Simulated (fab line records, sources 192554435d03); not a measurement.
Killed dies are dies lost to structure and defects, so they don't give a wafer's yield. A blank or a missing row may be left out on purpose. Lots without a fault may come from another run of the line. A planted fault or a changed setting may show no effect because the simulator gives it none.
Chamber matching | flow n5_finfet | N5_MOL_CONTACT_COAG_ETCH_65 on rie_diel-02: 4 sister chambers
The step etches underlayer in N2/H2, target depth 13 nm, time 10.4 s. 22 wafers are shown with their chamber, then 11 later ones without.

WAFERS WITH THEIR CHAMBER
wafer  | chamber | drypump_motor_current_A (A) | showerhead_plenum_p_Torr (Torr) | throttle_valve_pct (%)
L076.1 | 2       | 6.6                         | 2.44                            | 17.70
L076.2 | 1       | 5.4                         | 2.62                            | 18.25
L076.4 | 3       | 5.5                         | 2.50                            | 17.81
L079.1 | 1       | 5.3                         | 2.62                            | 18.29
L079.2 | 2       | 6.6                         | 2.43                            | 17.70
L079.6 | 1       | 5.4                         | 2.62                            | 18.28
L081.2 | 3       | 5.5                         | 2.49                            | 17.83
L081.4 | 3       | 5.5                         | 2.50                            | 17.85
L081.5 | 0       | 5.4                         | 2.57                            | 17.60
L080.1 | 3       | 5.5                         | 2.49                            | 17.85
L080.2 | 2       | 6.6                         | 2.43                            | 17.72
L080.4 | 2       | 6.6                         | 2.43                            | 17.72
L082.4 | 2       | 6.6                         | 2.43                            | 17.73
L082.5 | 0       | 5.4                         | 2.57                            | 17.58
L082.6 | 3       | 5.5                         | 2.49                            | 17.83
L085.1 | 0       | 5.4                         | 2.56                            | 17.62
L085.3 | 2       | 6.6                         | 2.43                            | 17.74
L085.5 | 1       | 5.4                         | 2.62                            | 17.86
L088.1 | 2       | 6.6                         | 2.43                            | 17.76
L088.4 | 1       | 5.4                         | 2.61                            | 17.87
L088.5 | 3       | 5.5                         | 2.49                            | 17.88
L089.3 | 2       | 6.6                         | 2.43                            | 17.76

SIGNATURES (means of the wafers above)
reading                  | chamber 0 | chamber 1 | chamber 2 | chamber 3 | scatter within a chamber
drypump_motor_current_A  | 5.400     | 5.380     | 6.600     | 5.500     | 0.0211
showerhead_plenum_p_Torr | 2.5667    | 2.6180    | 2.4313    | 2.4933    | 0.00452
throttle_valve_pct       | 17.6000   | 18.1100   | 17.7287   | 17.8417   | 0.108
Rule: a wafer's distance from a chamber is the root of the sum, over the readings, of the square of ((its reading less the chamber's mean) divided by the reading's scatter). The wafer belongs to the nearest chamber; if the next one is less than 2 further off, it can't be placed. The scatter: the root of (the sum of the squares of (reading less its chamber's mean) over the shown wafers, divided by (wafers less chambers)).

WAFERS WITHOUT THEIR CHAMBER
wafer  | drypump_motor_current_A (A) | showerhead_plenum_p_Torr (Torr) | throttle_valve_pct (%)
L089.5 | 5.5                         | 2.49                            | 17.86
L089.6 | 6.6                         | 2.43                            | 17.75
L090.3 | 5.5                         | 2.49                            | 17.87
L090.4 | 5.4                         | 2.56                            | 17.63
L090.6 | 5.4                         | 2.61                            | 17.88
L095.2 | 5.4                         | 2.55                            | 17.65
L095.3 | 5.5                         | 2.48                            | 17.90
L095.4 | 6.6                         | 2.42                            | 17.77
L096.3 | 5.4                         | 2.55                            | 17.65
L096.5 | 5.4                         | 2.55                            | 17.65
L096.6 | 5.4                         | 2.61                            | 17.89

WHICH CHAMBER EACH WENT THROUGH
wafer  | from the rows above | in truth
L089.5 | 3                   | 3
L089.6 | 2                   | 2
L090.3 | 3                   | 3
L090.4 | 0                   | 0
L090.6 | 1                   | 1
L095.2 | 0                   | 0
L095.3 | 3                   | 3
L095.4 | 2                   | 2
L096.3 | 0                   | 0
L096.5 | 0                   | 0
L096.6 | 1                   | 1
Placed correctly: 11 of 11. Can't be placed from these rows: 0. Placed wrongly: 0.
